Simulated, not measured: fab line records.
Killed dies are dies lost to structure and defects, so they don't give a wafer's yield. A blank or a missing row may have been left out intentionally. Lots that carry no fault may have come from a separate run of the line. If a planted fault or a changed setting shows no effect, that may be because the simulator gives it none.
Matching of chambers | flow n5_finfet | N5_PMOS_HMC_CHANNEL_EPI_ETCH_32 on rie_diel-05: 4 sister chambers
The step etches BARC in N2/H2, stops on SiO2, target depth 85.8 nm, time 50.3 s. 8 wafers are shown with their chamber, then 8 later ones without.

## EACH WAFER AND ITS CHAMBER
wafer  | chamber | drypump_motor_current_A (A) | throttle_valve_pct (%)
L081.6 | 3       | 6.4                         | 18.11
L082.4 | 0       | 5.8                         | 17.73
L084.1 | 1       | 5.4                         | 17.60
L084.2 | 3       | 6.4                         | 18.11
L085.2 | 0       | 5.8                         | 17.74
L085.3 | 2       | 6.2                         | 18.14
L085.6 | 2       | 6.2                         | 18.13
L086.1 | 1       | 5.3                         | 17.61

## WAFERS WITHOUT THEIR CHAMBER
wafer  | drypump_motor_current_A (A) | throttle_valve_pct (%)
L086.4 | 5.8                         | 17.73
L086.6 | 5.4                         | 17.63
L087.2 | 6.2                         | 18.14
L087.3 | 5.4                         | 17.61
L087.5 | 6.2                         | 18.15
L093.1 | 5.4                         | 17.62
L093.3 | 5.8                         | 17.77
L093.5 | 5.4                         | 17.63

## CHAMBER TAKEN BY EACH
wafer  | from the rows above | in truth
L086.4 | 0                   | 0
L086.6 | 1                   | 1
L087.2 | 2                   | 2
L087.3 | 1                   | 1
L087.5 | 2                   | 2
L093.1 | 1                   | 1
L093.3 | 0                   | 0
L093.5 | 1                   | 1
8 of 8 placed correctly. Number that these rows cannot place: 0. Number placed wrongly: 0.
How it was worked out, from the rows above alone: a wafer's distance from a chamber is the root of the sum, over the readings, of the square of ((its reading less the chamber's mean) divided by the reading's scatter). The wafer belongs to the nearest chamber; if the next one is less than 2 further off, it can't be placed. Each chamber's mean is taken over the wafers shown for it. How the scatter is found: for the shown wafers, subtract from each reading the mean of its chamber, square and add these, divide the total by (wafers less chambers), then take the root.
